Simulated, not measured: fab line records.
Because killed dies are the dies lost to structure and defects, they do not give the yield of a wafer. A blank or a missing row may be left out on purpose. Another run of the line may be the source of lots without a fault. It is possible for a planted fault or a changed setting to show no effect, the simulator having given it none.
Matching of chambers    flow nand_harc    3 sister chambers for NHARC_A_CONTACT_DEP_29 on pecvd-04
The step deposits SiON, target thk 100 nm. 3 wafers are shown with their chamber, then 10 later ones without.

EACH WAFER AND ITS CHAMBER
wafer   chamber  heater_power_outer_w (W)
L082.2  2        344
L090.1  1        421
L090.3  0        457

WAFERS WITHOUT THEIR CHAMBER
wafer   heater_power_outer_w (W)
L090.5  451
L095.1  384
L095.2  521
L095.5  528
L093.1  446
L093.5  437
L093.6  528
L097.1  468
L097.2  424
L097.4  389

WHICH CHAMBER EACH ONE RAN IN
wafer   from the rows above           in truth
L090.5  can't be placed: 0 or 1       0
L095.1  can't be placed: 1 or 2 or 0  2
L095.2  can't be placed: 0 or 1       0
L095.5  can't be placed: 0 or 1       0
L093.1  can't be placed: 0 or 1       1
L093.5  can't be placed: 1 or 0 or 2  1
L093.6  can't be placed: 0 or 1       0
L097.1  can't be placed: 0 or 1       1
L097.2  can't be placed: 1 or 0 or 2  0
L097.4  can't be placed: 1 or 2 or 0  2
0 of 10 placed correctly. Not placeable from these rows: 10 (in 10, the candidates include the true chamber). Wrongly placed: 0.
How it was worked out, from the rows above alone: a wafer's distance from a chamber is the root of the sum, over the readings, of the square of ((its reading less the chamber's mean) divided by the reading's scatter). If the next closest chamber is less than 2 further off than the closest, the wafer can't be placed; otherwise it belongs to the closest. Each chamber's mean is taken over the wafers shown for it. The scatter (one wafer shown for each chamber): square how far every hidden wafer sits from the nearest shown wafer, average those squares and take the square root.
